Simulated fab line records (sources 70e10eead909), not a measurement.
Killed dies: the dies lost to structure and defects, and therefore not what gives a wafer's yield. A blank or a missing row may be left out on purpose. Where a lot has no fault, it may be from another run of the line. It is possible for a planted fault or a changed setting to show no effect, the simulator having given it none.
fab line records	flow nand_harc
[record] lots = 14	wafers = 42	last_day = 25
route steps=1159 shown A_CHANNEL_HOLE_D1@451 A_M1@1046 THIN_TSV@1125 END@1159
lots with no fault: from the same line, run without faults
start_h: hours from the record's first day to the start of the lot's first wafer shown	wait_h: hours since the lot's step before	" the same as in the row above	L1.1+2: a row that stands for several wafers	- value missing, or start not given	* or withheld: withheld	< > ~ a bound
route shown NAME@n: NAME is a module with steps in the file, n the number in the route of the first one	usual: the fault-free wafers' mean and standard deviation	same: alike in all rows	chamber/n: place in a boat	sites: per-site readings	_std_site: the values' standard deviation	_edge_site: outer sites' mean less inner sites'	radius_mm: for every site, how far away it sits from the centre of the wafer	mask NAME#n: copy n	behind: the most recent tool/chamber to have shaped the wafer	hold: why the lot was held/for how many hours/how that ended	device: which transistor (n, p or np) failed to switch	end of line: tests run on the same wafers once the route is complete	a step given without rows: its recipe and nothing more	killed: dies that structure and defects cost at the first sort, which is not the same as the wafer's yield	map: the dies of a wafer, with x for killed, . for not killed, _ for no die there
set.NAME: the setting that was run; set.NAME@STEP: the one run at that earlier step	model.NAME: the simulator's own value behind a step, which no gauge read
steps of the route over a sample of lots; a table a step, a row a wafer
services: when a tool's chamber went out of use (start_h, in hours from the record's first day, below 0 if earlier), for how many hours, and the reason
[[steps]]
[step NHARC_A_CHANNEL_HOLE_D1_DEP_01]
[recipe] target_thk_a = 1400	target_thk_nm = 140	temp_c = 400	pressure_torr = 3.5	flow_sccm = 200	rf_w = 350	material = SiON
[usual] heater_power_w = 747/150
lot.wafer	tool	chamber	start_h	wait_h	heater_power_w	since_wet_clean_h
L468.3	pecvd-01	1	178.15	1.0	633	109
L468.2	"	2	"	"	901	109
L468.6	"	1	"	"	643	-
L470.1	pecvd-03	0	186.50	1.8	964	62
L470.5	"	2	"	"	737	-
L470.6	"	0	"	"	1016	-
L469.1	pecvd-04	0	186.56	1.8	608	160
L469.4	"	1	"	"	978	-
L469.5	"	1	"	"	951	-
L471.1	pecvd-03	0	198.71	2.4	866	75
L471.6	"	2	"	"	736	-
L471.4	"	0	"	"	876	-
L472.1	pecvd-03	0	201.69	1.6	861	78
L472.6	"	1	"	"	678	-
L472.4	"	2	"	"	626	-
L474.1	pecvd-04	1	210.64	1.7	1009	3
L474.3	"	2	"	"	572	3
L474.4	"	1	"	"	1034	-
L473.2	pecvd-01	1	210.87	1.3	629	142
L473.6	"	0	"	"	777	-
L473.4	"	2	"	"	881	-
L475.2	pecvd-03	1	231.45	1.3	675	107
L475.1	"	2	"	"	668	107
L475.4	"	0	"	"	865	-
L477.3	pecvd-04	2	243.86	1.1	619	36
L477.6	"	2	"	"	608	-
L477.5	"	0	"	"	632	-
L480.1	pecvd-03	1	245.61	1.6	706	122
L480.2	"	2	"	"	763	122
L480.6	"	0	"	"	922	-
L481.1	pecvd-04	2	253.92	1.6	674	46
L481.3	"	1	"	"	896	46
L481.5	"	1	"	"	903	-
L486.1	pecvd-04	1	286.09	1.6	968	78
L486.2	"	2	"	"	625	78
L486.3	"	0	"	"	609	78
L489.2	pecvd-01	0	304.41	1.3	776	54
L489.4	"	2	"	"	834	-
L489.5	"	0	"	"	786	-
L490.3	pecvd-03	0	318.68	1.0	868	14
L490.1	"	1	"	"	570	14
L490.6	"	2	"	"	607	-
[step NHARC_A_M1_DEGAS_29]
[recipe] temp_c = 250	time_s = 60
[usual] heater_power_w = 328/34
lot.wafer	tool	chamber	start_h	wait_h	heater_power_w
L468.3	pvd_sputter-03	-	409.05	-	338
L468.2	"	-	"	"	266
L468.6	"	-	"	"	312
L469.1	pvd_sputter-01	-	409.79	-	387
L469.4	"	-	"	"	351
L469.5	"	-	"	"	385
L470.1	pvd_sputter-03	-	410.20	-	319
L470.5	"	-	"	"	261
L470.6	"	-	"	"	358
L472.4	pvd_sputter-01	-	419.05	-	382
L472.1	"	-	"	"	323
L472.6	"	-	"	"	382
L471.1	pvd_sputter-02	-	419.73	-	300
L471.4	"	-	"	"	331
L471.6	"	-	"	"	368
L474.1	pvd_sputter-03	-	446.51	-	317
L474.3	"	-	"	"	347
L474.4	"	-	"	"	354
L473.2	pvd_sputter-02	-	447.35	-	367
L473.4	"	-	"	"	323
L473.6	"	-	"	"	369
L477.3	pvd_sputter-02	-	470.38	-	327
L477.5	"	-	"	"	339
L477.6	"	-	"	"	311
L475.4	pvd_sputter-03	-	470.63	-	267
L475.1	"	-	"	"	350
L475.2	"	-	"	"	338
L480.1	pvd_sputter-03	-	483.75	-	351
L480.2	"	-	"	"	325
L480.6	"	-	"	"	353
L481.1	pvd_sputter-02	-	501.81	-	336
L481.3	"	-	"	"	323
L486.1	pvd_sputter-03	-	519.46	-	248
L486.3	"	-	"	"	370
L489.4	pvd_sputter-03	-	530.35	-	340
L489.2	"	-	"	"	260
L489.5	"	-	"	"	310
L490.3	pvd_sputter-03	-	547.16	-	369
L490.1	"	-	"	"	321
L490.6	"	-	"	"	254
[step NHARC_A_M1_ANNEAL_31]
[recipe] temp_c = 225	time_s = 90
[usual] wafer_temp_C_max = 226.0/0.32
lot.wafer	tool	chamber	start_h	wait_h	wafer_temp_C_max
L468.2	rtp_anneal-02	0	409.82	-	225.7
L468.3	"	0	"	"	225.5
L468.6	"	0	"	"	225.4
L469.1	rtp_anneal-02	0	410.56	-	225.8
L469.4	"	0	"	"	226.1
L469.5	"	0	"	"	225.7
L470.1	rtp_anneal-01	0	410.92	-	226.3
L470.5	"	0	"	"	226.2
L470.6	"	0	"	"	226.5
L472.1	rtp_anneal-01	0	419.78	-	225.6
L472.4	"	0	"	"	226.3
L472.6	"	0	"	"	225.9
L471.1	rtp_anneal-02	0	420.45	-	225.8
L471.4	"	0	"	"	225.7
L471.6	"	0	"	"	226.0
L474.1	rtp_anneal-01	0	447.26	-	225.7
L474.3	"	0	"	"	226.1
L474.4	"	0	"	"	226.3
L473.2	rtp_anneal-01	0	448.17	-	226.0
L473.4	"	0	"	"	226.0
L473.6	"	0	"	"	226.0
L477.3	rtp_anneal-02	0	471.22	0.3	225.4
L477.5	"	0	"	"	225.7
L477.6	"	0	"	"	225.6
L475.1	rtp_anneal-01	0	471.41	-	226.1
L475.2	"	0	"	"	225.9
L475.4	"	0	"	"	226.6
L480.1	rtp_anneal-01	0	484.51	-	225.5
L480.2	"	0	"	"	226.0
L480.6	"	0	"	"	226.4
L481.1	rtp_anneal-01	0	503.12	-	226.2
L481.3	"	0	"	"	226.5
L486.1	rtp_anneal-02	0	520.23	-	226.0
L486.3	"	0	"	"	225.9
L489.2	rtp_anneal-02	0	531.25	-	226.0
L489.4	"	0	"	"	226.0
L489.5	"	0	"	"	225.5
L490.1	rtp_anneal-01	0	547.92	0.4	226.2
L490.3	"	0	"	"	225.7
L490.6	"	0	"	"	226.0
[step NHARC_THIN_TSV_ETCHBACK_48]
[recipe] target_depth_a = 10285	over_etch_frac = 0.3	time_s = 405.17	ion_energy_ev = 250	c4f8_flow_sccm = withheld	ar_flow_sccm = withheld	rf_w = 600	bias_w = 300	chemistry = C4F8/Ar
[usual] oes_product_au = 0.95/0.032	rf_vpp_V = 547/3.7
lot.wafer	tool	chamber	start_h	wait_h	oes_product_au	rf_hours_counter_h	rf_vpp_V
L468.2	rie_diel-10	3	496.39	-	0.92	8	544
L468.3	"	0	"	"	0.93	8	552
L468.6	"	3	"	"	0.92	-	543
L469.4	rie_diel-09	3	498.87	-	1.02	2	549
L469.1	"	1	"	"	1.00	2	551
L469.5	"	2	"	"	1.01	-	544
L470.1	rie_diel-10	0	500.22	-	0.92	10	552
L470.6	"	3	"	"	0.93	-	544
L470.5	"	0	"	"	0.93	-	550
L472.4	rie_diel-10	2	501.34	-	0.92	10	552
L472.1	"	3	"	"	0.93	10	543
L472.6	"	2	"	"	0.92	-	550
L471.1	rie_diel-12	2	502.76	0.5	0.91	11	547
L471.4	"	3	"	"	0.92	10	543
L471.6	"	3	"	"	0.90	-	544
L474.3	rie_diel-10	2	503.64	-	1.01	10	551
L474.1	"	0	"	"	1.01	10	552
L474.4	"	1	"	"	1.01	10	543
L473.4	rie_diel-12	0	505.17	-	0.92	12	542
L473.2	"	3	"	"	0.92	10	544
L473.6	"	1	"	"	0.92	-	548
L477.3	rie_diel-09	0	507.29	-	0.94	4	550
L477.5	"	3	"	"	0.94	-	548
L477.6	"	0	"	"	0.92	-	550
L475.4	rie_diel-12	2	508.64	-	0.91	12	548
L475.2	"	3	"	"	0.91	10	544
L475.1	"	1	"	"	0.92	12	550
L480.1	rie_diel-09	3	511.00	-	0.97	6	547
L480.2	"	0	"	"	0.99	5	551
L480.6	"	2	"	"	0.96	-	542
L481.1	rie_diel-09	1	527.32	0.5	0.92	7	552
L481.3	"	2	"	"	0.92	7	544
L486.1	rie_diel-09	2	544.04	-	0.96	9	542
L486.3	"	0	"	"	0.95	10	550
L489.2	rie_diel-10	0	552.47	-	0.99	0	552
L489.5	"	1	"	"	0.98	-	543
L489.4	"	2	"	"	0.99	-	549
L490.3	rie_diel-09	3	568.39	-	0.97	11	549
L490.1	"	0	"	"	0.99	12	551
L490.6	"	3	"	"	0.98	-	549
[step NHARC_END_SORT_01]
[recipe] temp_c = 25
[usual] killed_at_array = 26/11	killed_at_other = 0.4/0.78	killed_at_periphery = 3.4/2.4	killed_dies = 29/11	killed_open = 3.1/1.9	killed_short = 1.9/1.4
[same] gross_dies = 677
lot.wafer	tool	chamber	start_h	wait_h	hold	killed_at_array	killed_at_other	killed_at_periphery	killed_dies	killed_open	killed_short
L468.2	prober-02	0	513.97	2.8	-	33	0	4	37	3	1
L468.3	prober-02	0	514.79	3.1	-	38	0	3	41	3	3
L468.6	prober-02	0	517.23	4.1	-	32	0	6	38	6	3
L469.1	prober-01	0	521.05	2.5	-	23	1	2	26	2	4
L469.4	prober-01	0	523.43	3.4	-	35	0	2	37	1	3
L469.5	prober-01	0	524.22	3.7	-	31	0	2	33	4	2
L470.1	prober-01	0	528.76	2.5	-	16	0	5	21	2	7
L470.5	prober-01	0	531.97	3.7	-	14	0	3	17	2	3
L470.6	prober-01	0	532.77	4.0	-	17	0	4	21	8	1
L472.1	prober-02	0	528.84	2.5	-	22	0	4	26	3	0
L472.4	prober-02	0	531.26	3.4	-	10	0	4	14	1	1
L472.6	prober-02	0	532.87	4.0	-	12	1	6	19	1	0
L474.1	prober-02	0	536.69	2.5	-	28	0	2	30	3	3
L474.3	prober-02	0	538.32	3.1	-	39	0	0	39	5	1
L474.4	prober-02	0	539.13	3.4	-	18	0	1	19	1	0
L471.1	prober-01	0	544.42	2.5	-	24	0	4	28	1	2
L471.4	prober-01	0	546.82	3.4	-	19	0	3	22	6	0
L471.6	prober-01	0	548.43	4.0	-	24	0	4	28	1	1
L473.2	prober-02	0	545.40	2.8	-	12	1	2	15	1	0
L473.4	prober-02	0	547.01	3.4	-	21	0	2	23	3	2
L473.6	prober-02	0	548.63	4.0	-	14	0	1	15	1	1
L475.1	prober-02	0	552.42	2.5	-	43	0	1	44	6	0
L475.2	prober-02	0	553.21	2.8	-	26	0	2	28	2	1
L475.4	prober-02	0	554.79	3.4	-	45	1	11	57	3	2
L477.3	prober-01	0	553.86	3.1	-	32	0	4	36	8	2
L477.5	prober-01	0	555.46	3.7	-	26	0	2	28	3	1
L477.6	prober-01	0	556.26	4.0	-	22	0	6	28	7	2
L480.1	prober-01	0	560.00	2.4	-	31	0	4	35	1	0
L480.2	prober-01	0	560.79	2.7	-	44	0	2	46	2	0
L480.6	prober-01	0	563.95	4.0	-	36	2	1	39	1	1
L481.1	prober-01	0	575.54	2.5	await_dispo/1.9h/release	37	1	3	41	5	1
L481.3	prober-01	0	577.16	3.1	await_dispo/1.9h/release	28	0	2	30	2	2
L481.5	prober-01	0	578.78	3.7	await_dispo/1.9h/release	649	1	2	652	2	3
L486.1	prober-02	0	594.96	6.1	await_dispo/4.3h/release	28	0	5	33	3	2
L486.2	prober-02	0	595.75	6.4	await_dispo/4.3h/release	665	0	4	669	5	0
L486.3	prober-02	0	596.55	6.8	await_dispo/4.3h/release	49	0	1	50	2	3
L489.2	prober-01	0	599.84	2.8	-	17	0	3	20	3	3
L489.4	prober-01	0	601.43	3.4	-	17	0	1	18	3	2
L489.5	prober-01	0	602.22	3.7	-	19	1	3	23	3	2
L490.1	prober-01	0	606.87	2.5	-	15	0	3	18	4	0
L490.3	prober-01	0	608.47	3.1	-	15	1	8	24	3	3
L490.6	prober-01	0	610.86	4.0	-	20	0	13	33	3	7
// killed by level:class
L468.2 A_SLIT:chamber_film_flake=15 A_CHANNEL_HOLE_D1:chamber_film_flake=11 A_STAIRCASE:chamber_film_flake=2 P_GATE:geometric_particle:open=1 A_WL_FILL:geometric_particle:short=1 A_CONTACT:geometric_particle:open=1 A_M0:geometric_particle:open=1 P_STI:chamber_film_flake=1
L468.3 A_CHANNEL_HOLE_D1:chamber_film_flake=15 A_SLIT:chamber_film_flake=13 A_WL_FILL:geometric_particle:short=2 A_CONTACT:geometric_particle:open=2 A_ZERO_WELL:chamber_film_flake=2 A_CONTACT:chamber_film_flake=2 P_M0:geometric_particle:short=1 P_M2:geometric_particle:open=1
L468.6 A_CHANNEL_HOLE_D1:chamber_film_flake=11 A_SLIT:chamber_film_flake=8 A_STAIRCASE:chamber_film_flake=4 P_CONTACT:geometric_particle:open=2 A_M1:geometric_particle:open=2 P_CONTACT:geometric_particle:short=1 A_CHANNEL_FILL_D1:geometric_particle:open=1 A_WL_FILL:geometric_particle:short=1
L469.1 A_CHANNEL_HOLE_D1:chamber_film_flake=9 A_STAIRCASE:chamber_film_flake=6 A_SLIT:chamber_film_flake=3 A_CONTACT:chamber_film_flake=2 P_CONTACT:geometric_particle:short=1 P_BONDPAD:geometric_particle:short=1 A_CONTACT:geometric_particle:short=1 A_CONTACT:geometric_particle:open=1
L469.4 A_CHANNEL_HOLE_D1:chamber_film_flake=21 A_SLIT:chamber_film_flake=5 A_STAIRCASE:chamber_film_flake=4 A_CONTACT:chamber_film_flake=2 P_CONTACT:geometric_particle:short=1 P_M0:geometric_particle:open=1 A_ONON_D1:geometric_particle:short=1 A_CHANNEL_FILL_D1:geometric_particle:short=1
L469.5 A_SLIT:chamber_film_flake=11 A_CHANNEL_HOLE_D1:chamber_film_flake=10 A_STAIRCASE:chamber_film_flake=3 A_CONTACT:geometric_particle:open=2 A_CONTACT:chamber_film_flake=2 P_CONTACT:geometric_particle:short=1 P_M2:geometric_particle:open=1 A_WL_FILL:geometric_particle:open=1
L470.1 A_WL_FILL:chamber_film_flake=5 P_STI:chamber_film_flake=3 A_CHANNEL_HOLE_D1:geometric_particle:short=2 A_CONTACT:geometric_particle:open=2 P_M0:geometric_particle:short=1 A_ONON_D1:geometric_particle:short=1 A_CHANNEL_FILL_D1:geometric_particle:short=1 A_WL_FILL:geometric_particle:short=1
L472.1 A_SLIT:chamber_film_flake=12 A_CHANNEL_HOLE_D1:chamber_film_flake=3 P_GATE:chamber_film_flake=2 P_CONTACT:chamber_film_flake=2 A_STAIRCASE:chamber_film_flake=2 A_CONTACT:chamber_film_flake=2 A_CHANNEL_HOLE_D1:geometric_particle:open=1 A_CONTACT:geometric_particle:open=1
L472.4 A_STAIRCASE:chamber_film_flake=4 P_GATE:chamber_film_flake=3 A_SLIT:chamber_film_flake=3 A_ONON_D1:geometric_particle:open=1 A_BLC:geometric_particle:short=1 P_CONTACT:chamber_film_flake=1 A_M1:chamber_film_flake=1
L470.5 A_CHANNEL_HOLE_D1:chamber_film_flake=3 A_WL_FILL:chamber_film_flake=3 A_BLC:chamber_film_flake=2 P_CONTACT:geometric_particle:short=1 A_ONON_D1:geometric_particle:open=1 A_CHANNEL_FILL_D1:geometric_particle:short=1 A_WL_FILL:geometric_particle:short=1 A_CONTACT:geometric_particle:open=1
L470.6 A_CHANNEL_HOLE_D1:chamber_film_flake=3 A_WL_FILL:chamber_film_flake=3 A_CONTACT:geometric_particle:open=2 P_CONTACT:geometric_particle:open=1 P_M0:geometric_particle:open=1 A_SOURCE_PLATE:geometric_particle:open=1 A_ONON_D1:geometric_particle:open=1 A_CHANNEL_HOLE_D1:geometric_particle:open=1
L472.6 A_STAIRCASE:chamber_film_flake=6 P_CONTACT:chamber_film_flake=4 A_SLIT:chamber_film_flake=3 P_GATE:chamber_film_flake=2 A_SGD_CUT:geometric_particle:open=1 A_ZERO_WELL:chamber_film_flake=1 A_CONTACT:chamber_film_flake=1 THIN_TSV:chamber_film_flake=1
L474.1 A_CHANNEL_HOLE_D1:chamber_film_flake=14 A_SLIT:chamber_film_flake=5 A_STAIRCASE:chamber_film_flake=3 P_CONTACT:geometric_particle:open=1 P_CONTACT:geometric_particle:short=1 A_CHANNEL_FILL_D1:geometric_particle:short=1 A_CONTACT:geometric_particle:open=1 A_M0:geometric_particle:short=1
L474.3 A_CHANNEL_HOLE_D1:chamber_film_flake=19 A_SLIT:chamber_film_flake=9 A_WL_FILL:chamber_film_flake=3 A_STAIRCASE:chamber_film_flake=2 A_CHANNEL_HOLE_D1:geometric_particle:open=1 A_WL_FILL:geometric_particle:open=1 A_WL_FILL:geometric_particle:short=1 A_CONTACT:geometric_particle:open=1
L474.4 A_CHANNEL_HOLE_D1:chamber_film_flake=7 A_STAIRCASE:chamber_film_flake=4 A_WL_FILL:chamber_film_flake=3 A_SLIT:chamber_film_flake=3 A_SGD_CUT:geometric_particle:open=1 P_ZERO_WELL:chamber_film_flake=1
L471.1 A_CHANNEL_HOLE_D1:chamber_film_flake=9 A_CONTACT:chamber_film_flake=4 P_CONTACT:chamber_film_flake=2 A_STAIRCASE:chamber_film_flake=2 A_M1:chamber_film_flake=2 A_CHANNEL_FILL_D1:geometric_particle:short=1 A_WL_FILL:geometric_particle:short=1 A_WL_FILL:geometric_particle:open=1
L473.2 A_STAIRCASE:chamber_film_flake=7 A_CONTACT:chamber_film_flake=3 P_STI:chamber_film_flake=2 A_CONTACT:geometric_particle:open=1 A_CHANNEL_HOLE_D1:chamber_film_flake=1 THIN_TSV:chamber_film_flake=1
L471.4 A_CHANNEL_HOLE_D1:chamber_film_flake=5 A_STAIRCASE:chamber_film_flake=3 A_CONTACT:geometric_particle:open=2 A_WL_FILL:chamber_film_flake=2 A_CONTACT:chamber_film_flake=2 P_CONTACT:geometric_particle:open=1 A_CHANNEL_FILL_D1:geometric_particle:open=1 A_WL_FILL:geometric_particle:open=1
L473.4 A_STAIRCASE:chamber_film_flake=7 A_CHANNEL_HOLE_D1:chamber_film_flake=4 A_CONTACT:chamber_film_flake=3 P_STI:chamber_film_flake=2 A_ONON_D1:geometric_particle:open=1 A_CHANNEL_FILL_D1:geometric_particle:open=1 A_SGD_CUT:geometric_particle:short=1 A_CONTACT:geometric_particle:short=1
L471.6 A_STAIRCASE:chamber_film_flake=8 A_CONTACT:chamber_film_flake=8 A_CHANNEL_HOLE_D1:chamber_film_flake=7 P_CONTACT:chamber_film_flake=2 P_CONTACT:geometric_particle:open=1 A_CONTACT:geometric_particle:short=1 P_ZERO_WELL:chamber_film_flake=1
L473.6 A_STAIRCASE:chamber_film_flake=5 A_CHANNEL_HOLE_D1:chamber_film_flake=4 A_CONTACT:chamber_film_flake=3 A_CHANNEL_FILL_D1:geometric_particle:short=1 A_CONTACT:geometric_particle:open=1 P_ZERO_WELL:chamber_film_flake=1
L475.1 A_CHANNEL_HOLE_D1:chamber_film_flake=22 A_SLIT:chamber_film_flake=9 A_STAIRCASE:chamber_film_flake=5 A_CONTACT:geometric_particle:open=3 A_CONTACT:chamber_film_flake=2 P_CONTACT:geometric_particle:open=1 A_CHANNEL_FILL_D1:geometric_particle:open=1 A_M0:geometric_particle:open=1
L475.2 A_CHANNEL_HOLE_D1:chamber_film_flake=14 A_SLIT:chamber_film_flake=4 A_CONTACT:chamber_film_flake=3 A_STAIRCASE:chamber_film_flake=2 P_CONTACT:geometric_particle:open=1 A_CHANNEL_FILL_D1:geometric_particle:short=1 A_SGD_CUT:geometric_particle:open=1 P_ZERO_WELL:chamber_film_flake=1
L477.3 A_CHANNEL_HOLE_D1:chamber_film_flake=19 A_STAIRCASE:chamber_film_flake=5 P_CONTACT:geometric_particle:open=3 A_BLC:geometric_particle:open=3 A_WL_FILL:geometric_particle:short=1 A_CONTACT:geometric_particle:open=1 A_M0:geometric_particle:open=1 A_M1:geometric_particle:short=1
L475.4 A_CHANNEL_HOLE_D1:chamber_film_flake=20 A_SLIT:chamber_film_flake=15 P_ZERO_WELL:chamber_film_flake=6 A_STAIRCASE:chamber_film_flake=4 A_CONTACT:chamber_film_flake=3 P_GATE:chamber_film_flake=2 P_GATE:geometric_particle:short=1 P_CONTACT:geometric_particle:open=1
L477.5 A_CHANNEL_HOLE_D1:chamber_film_flake=20 A_CONTACT:geometric_particle:open=2 A_CONTACT:chamber_film_flake=2 P_GATE:geometric_particle:open=1 A_M1:geometric_particle:short=1 P_M0:chamber_film_flake=1 A_STAIRCASE:chamber_film_flake=1
L477.6 A_CHANNEL_HOLE_D1:chamber_film_flake=11 A_STAIRCASE:chamber_film_flake=3 P_M0:chamber_film_flake=2 P_GATE:geometric_particle:open=1 P_CONTACT:geometric_particle:open=1 P_M0:geometric_particle:open=1 A_CHANNEL_HOLE_D1:geometric_particle:open=1 A_CHANNEL_FILL_D1:geometric_particle:open=1
L480.1 A_CHANNEL_HOLE_D1:chamber_film_flake=13 A_SLIT:chamber_film_flake=8 A_CONTACT:chamber_film_flake=6 P_ZERO_WELL:chamber_film_flake=2 P_GATE:chamber_film_flake=2 A_STAIRCASE:chamber_film_flake=2 A_M1:geometric_particle:open=1 A_SGD_CUT:chamber_film_flake=1
L480.2 A_CHANNEL_HOLE_D1:chamber_film_flake=18 A_SLIT:chamber_film_flake=13 A_CONTACT:chamber_film_flake=7 A_SGD_CUT:chamber_film_flake=2 A_CHANNEL_HOLE_D1:geometric_particle:open=1 A_STAIRCASE:geometric_particle:open=1 P_ZERO_WELL:chamber_film_flake=1 P_GATE:chamber_film_flake=1
L480.6 A_SLIT:chamber_film_flake=15 A_CHANNEL_HOLE_D1:chamber_film_flake=14 A_CONTACT:chamber_film_flake=5 HYBRID_BOND:chamber_film_flake=2 A_SGD_CUT:geometric_particle:open=1 A_WL_FILL:geometric_particle:short=1 P_ZERO_WELL:chamber_film_flake=1
L481.1 A_CHANNEL_HOLE_D1:chamber_film_flake=23 A_SLIT:chamber_film_flake=5 A_SGD_CUT:geometric_particle:open=2 A_CHANNEL_FILL_D1:chamber_film_flake=2 P_GATE:geometric_particle:open=1 A_ONON_D1:geometric_particle:open=1 A_CHANNEL_FILL_D1:geometric_particle:short=1 A_CHANNEL_FILL_D1:geometric_particle:open=1
L481.3 A_SLIT:chamber_film_flake=13 A_CHANNEL_HOLE_D1:chamber_film_flake=8 A_STAIRCASE:chamber_film_flake=3 P_GATE:geometric_particle:open=1 P_M1:geometric_particle:short=1 A_WL_FILL:geometric_particle:short=1 A_M1:geometric_particle:open=1 A_CHANNEL_FILL_D1:chamber_film_flake=1
L481.5 A_CHANNEL_HOLE_D1:area_dep=609 A_CHANNEL_HOLE_D1:chamber_film_flake=20 A_SLIT:chamber_film_flake=14 A_CHANNEL_FILL_D1:chamber_film_flake=2 P_CONTACT:geometric_particle:short=1 A_ONON_D1:geometric_particle:short=1 A_SGD_CUT:geometric_particle:open=1 A_BLC:geometric_particle:open=1
L486.1 A_CHANNEL_HOLE_D1:chamber_film_flake=15 A_SLIT:chamber_film_flake=4 A_CONTACT:chamber_film_flake=3 P_GATE:chamber_film_flake=2 P_M2:chamber_film_flake=2 P_M0:geometric_particle:short=1 A_CHANNEL_FILL_D1:geometric_particle:open=1 A_WL_FILL:geometric_particle:short=1
L486.2 A_CHANNEL_HOLE_D1:area_dep=612 A_SLIT:chamber_film_flake=24 A_CHANNEL_HOLE_D1:chamber_film_flake=14 A_CONTACT:chamber_film_flake=4 A_STAIRCASE:chamber_film_flake=3 A_CONTACT:geometric_particle:open=2 A_WL_FILL:chamber_film_flake=2 A_M0:chamber_film_flake=2
L486.3 A_SLIT:chamber_film_flake=18 A_CHANNEL_HOLE_D1:chamber_film_flake=15 A_STAIRCASE:chamber_film_flake=4 A_WL_FILL:chamber_film_flake=4 A_CONTACT:chamber_film_flake=2 P_M0:geometric_particle:short=1 A_CHANNEL_FILL_D1:geometric_particle:short=1 A_WL_FILL:geometric_particle:short=1
L489.2 A_CHANNEL_HOLE_D1:chamber_film_flake=4 A_CONTACT:chamber_film_flake=3 A_M1:chamber_film_flake=3 A_CONTACT:geometric_particle:open=2 P_GATE:chamber_film_flake=2 P_M0:geometric_particle:short=1 A_CONTACT:geometric_particle:short=1 A_M0:geometric_particle:open=1
L489.4 A_CHANNEL_HOLE_D1:chamber_film_flake=9 A_STAIRCASE:chamber_film_flake=2 A_M1:chamber_film_flake=2 P_STI:geometric_particle:short=1 A_SGD_CUT:geometric_particle:open=1 A_WL_FILL:geometric_particle:open=1 A_WL_FILL:geometric_particle:short=1 A_CONTACT:geometric_particle:open=1
L489.5 A_CHANNEL_HOLE_D1:chamber_film_flake=7 A_STAIRCASE:chamber_film_flake=3 A_CONTACT:chamber_film_flake=3 A_M1:chamber_film_flake=3 P_CONTACT:geometric_particle:short=1 P_M0:geometric_particle:open=1 A_SGD_CUT:geometric_particle:short=1 A_SLIT:geometric_particle:open=1
L490.1 A_CHANNEL_HOLE_D1:chamber_film_flake=5 P_STI:chamber_film_flake=2 A_CONTACT:chamber_film_flake=2 A_M0:chamber_film_flake=2 A_SOURCE_PLATE:geometric_particle:open=1 A_CHANNEL_HOLE_D1:geometric_particle:open=1 A_WL_FILL:geometric_particle:open=1 A_CONTACT:geometric_particle:open=1
L490.3 P_STI:chamber_film_flake=6 A_CHANNEL_FILL_D1:geometric_particle:short=2 A_CHANNEL_HOLE_D1:chamber_film_flake=2 A_M0:chamber_film_flake=2 A_STAIRCASE:chamber_film_flake=2 A_CONTACT:chamber_film_flake=2 P_M0:geometric_particle:open=1 A_WL_FILL:geometric_particle:short=1
L490.6 P_STI:chamber_film_flake=7 A_CHANNEL_HOLE_D1:chamber_film_flake=6 A_CONTACT:chamber_film_flake=6 P_GATE:geometric_particle:short=2 A_WL_FILL:geometric_particle:short=2 P_M2:geometric_particle:open=1 P_M2:geometric_particle:short=1 A_CHANNEL_HOLE_D1:geometric_particle:short=1
[[services]]
tool	chamber	start_h	hours	kind
rtp_anneal-02	-	162.90	3.9	repair
rie_diel-10	-	176.79	9.0	pm
pecvd-04	2	182.93	9.7	repair
pecvd-04	-	195.00	13.0	pm
rie_diel-09	0	223.21	18.5	repair
rie_diel-09	3	235.93	7.3	repair
rie_diel-09	0	246.76	27.9	repair
rie_diel-09	-	254.10	9.0	pm
pvd_sputter-03	-	268.85	1.5	repair
pecvd-03	-	292.18	13.0	pm
rtp_anneal-02	-	300.22	12.0	pm
rie_diel-10	-	315.21	0.6	repair
pvd_sputter-03	-	318.79	10.0	pm
pvd_sputter-03	-	359.64	1.1	repair
pvd_sputter-03	-	374.65	0.7	repair
pvd_sputter-03	-	379.81	7.0	repair
rie_diel-09	2	383.44	5.8	repair
rie_diel-09	-	431.10	9.0	pm
pecvd-03	-	473.18	13.0	pm
pvd_sputter-03	-	496.82	10.0	pm
pecvd-03	-	510.36	1.3	repair
rie_diel-09	3	523.29	4.3	repair
pecvd-03	0	523.88	7.3	repair
pvd_sputter-03	-	567.78	2.8	repair
[[key]]
[first_sign] step = NHARC_END_SORT_01	reading = killed_at_array	direction = up	sigmas = 60	usual = 26	struck = 657
[effect] step = NHARC_END_SORT_01	reading = killed_dies	direction = up	sigmas = 58	usual = 29	struck = 660
[more_kills_born_at] NHARC_A_CHANNEL_HOLE_D1_DEP_01@pecvd-04 = 1221
met_at NHARC_A_CHANNEL_HOLE_D1_DEP_01
struck_lots L481,L486
struck_wafers L481.5,L486.2
later_rows_left_out L481.5,L486.2
tester_left_out L481,L486
not_acting_at NHARC_A_M1_DEGAS_29,NHARC_A_M1_ANNEAL_31,NHARC_THIN_TSV_ETCHBACK_48
onset_between 243.86 253.92
[fault] kind = process_parameter_drift	tool = pecvd-04	chamber = -	onset_h = 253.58	steps = NHARC_A_CHANNEL_HOLE_D1_DEP_01	channel = target_thk_a	offset = *	shape = step	end_h = 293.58	scope = struck_wafers_only	acts_in = *	stated = *
// tester_left_out: of these lots the tester's yield and bins aren't shown, on N5 and GAA mostly nor the transistor test; their killed dies are dies lost to structure and defects alone, not to doping, threshold or leakage, so they don't give the yield
// later_rows_left_out: the simulator's readings of these wafers behind a module that went badly wrong aren't trusted and aren't shown, but for the sort
